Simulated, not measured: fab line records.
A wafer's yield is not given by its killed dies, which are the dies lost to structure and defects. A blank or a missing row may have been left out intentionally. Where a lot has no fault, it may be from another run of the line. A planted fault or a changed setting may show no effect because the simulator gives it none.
Matching of chambers ; flow n5 finfet ; 3 sister chambers for N5_BEOL_M1_PECVD_72 on pecvd-01
The step deposits SiO2 from TEOS/O2, target thk 16 nm, time 18 s. 3 wafers are shown with their chamber, then 9 later ones without.

## WAFERS WITH THEIR CHAMBER
wafer;chamber;throttle valve pct (%)
L080.5;2;22.8
L081.5;1;24.4
L081.6;0;21.3

## WAFERS WHOSE CHAMBER IS MISSING
wafer;throttle valve pct (%)
L085.1;21.6
L085.4;24.2
L085.5;21.1
L086.1;24.1
L086.4;24.1
L086.6;22.9
L094.2;21.2
L094.3;24.4
L094.6;21.3

## CHAMBER TAKEN BY EACH
wafer;from the rows above;in truth
L085.1;0;0
L085.4;1;1
L085.5;0;0
L086.1;1;1
L086.4;1;1
L086.6;2;2
L094.2;0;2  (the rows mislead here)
L094.3;1;1
L094.6;0;0
Correctly placed: 8 of 9. Not placeable from these rows: 0. Placed wrongly: 1.
How it was worked out, from the rows above alone: a wafer's distance from a chamber is the root of the sum, over the readings, of the square of ((its reading less the chamber's mean) divided by the reading's scatter). The wafer belongs to the nearest chamber; if the next one is less than 2 further off, it can't be placed. The mean given for a chamber averages the wafers shown for that chamber. The scatter (one wafer shown for each chamber): square how far every hidden wafer sits from the nearest shown wafer, average those squares and take the square root.
